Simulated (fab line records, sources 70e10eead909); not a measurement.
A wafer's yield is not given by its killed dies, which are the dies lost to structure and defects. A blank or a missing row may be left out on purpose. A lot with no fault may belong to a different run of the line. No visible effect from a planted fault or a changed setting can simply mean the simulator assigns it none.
Matching of chambers / flow nand-harc / 4 sister chambers for NHARC_A_SLIT_ETCH_29 on rie-diel-03
The step etches the open film in CF4/O2, target depth 100 nm, overetch 10 nm, time 55 s. 8 wafers are shown with their chamber, then 7 later ones without.

## EACH WAFER AND ITS CHAMBER
wafer=L084.4; chamber=0; drypump-motor-current-A (A)=5.8; oes-product-au (a.u.)=1.003
wafer=L084.5; chamber=0; drypump-motor-current-A (A)=5.7; oes-product-au (a.u.)=1.005
wafer=L086.4; chamber=2; drypump-motor-current-A (A)=6.1; oes-product-au (a.u.)=0.989
wafer=L089.2; chamber=2; drypump-motor-current-A (A)=6.1; oes-product-au (a.u.)=0.997
wafer=L089.4; chamber=3; drypump-motor-current-A (A)=5.9; oes-product-au (a.u.)=1.001
wafer=L089.5; chamber=1; drypump-motor-current-A (A)=5.3; oes-product-au (a.u.)=0.996
wafer=L091.1; chamber=3; drypump-motor-current-A (A)=5.9; oes-product-au (a.u.)=1.010
wafer=L091.3; chamber=1; drypump-motor-current-A (A)=5.3; oes-product-au (a.u.)=1.000

## WAFERS WHOSE CHAMBER IS MISSING
wafer=L091.6; drypump-motor-current-A (A)=5.9; oes-product-au (a.u.)=1.004
wafer=L097.1; drypump-motor-current-A (A)=5.3; oes-product-au (a.u.)=1.000
wafer=L097.4; drypump-motor-current-A (A)=6.2; oes-product-au (a.u.)=1.010
wafer=L097.6; drypump-motor-current-A (A)=6.1; oes-product-au (a.u.)=1.011
wafer=L096.1; drypump-motor-current-A (A)=5.8; oes-product-au (a.u.)=1.008
wafer=L096.2; drypump-motor-current-A (A)=5.9; oes-product-au (a.u.)=1.022
wafer=L096.4; drypump-motor-current-A (A)=5.3; oes-product-au (a.u.)=1.000

## CHAMBER TAKEN BY EACH
wafer=L091.6; from the rows above=3; in truth=3
wafer=L097.1; from the rows above=1; in truth=1
wafer=L097.4; from the rows above=2; in truth=2
wafer=L097.6; from the rows above=can't be placed: 2 or 3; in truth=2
wafer=L096.1; from the rows above=can't be placed: 0 or 3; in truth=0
wafer=L096.2; from the rows above=3; in truth=3
wafer=L096.4; from the rows above=1; in truth=1
5 of 7 placed correctly. These rows do not allow placing 2 (true chamber among the candidates in 2). Number placed wrongly: 0.
How it was worked out, from the rows above alone: a wafer's distance from a chamber is the root of the sum, over the readings, of the square of ((its reading less the chamber's mean) divided by the reading's scatter). The wafer belongs to the nearest chamber; if the next one is less than 2 further off, it can't be placed. For every chamber, the mean is computed from those of its wafers that are shown. The scatter: the root of (the sum of the squares of (reading less its chamber's mean) over the shown wafers, divided by (wafers less chambers)).
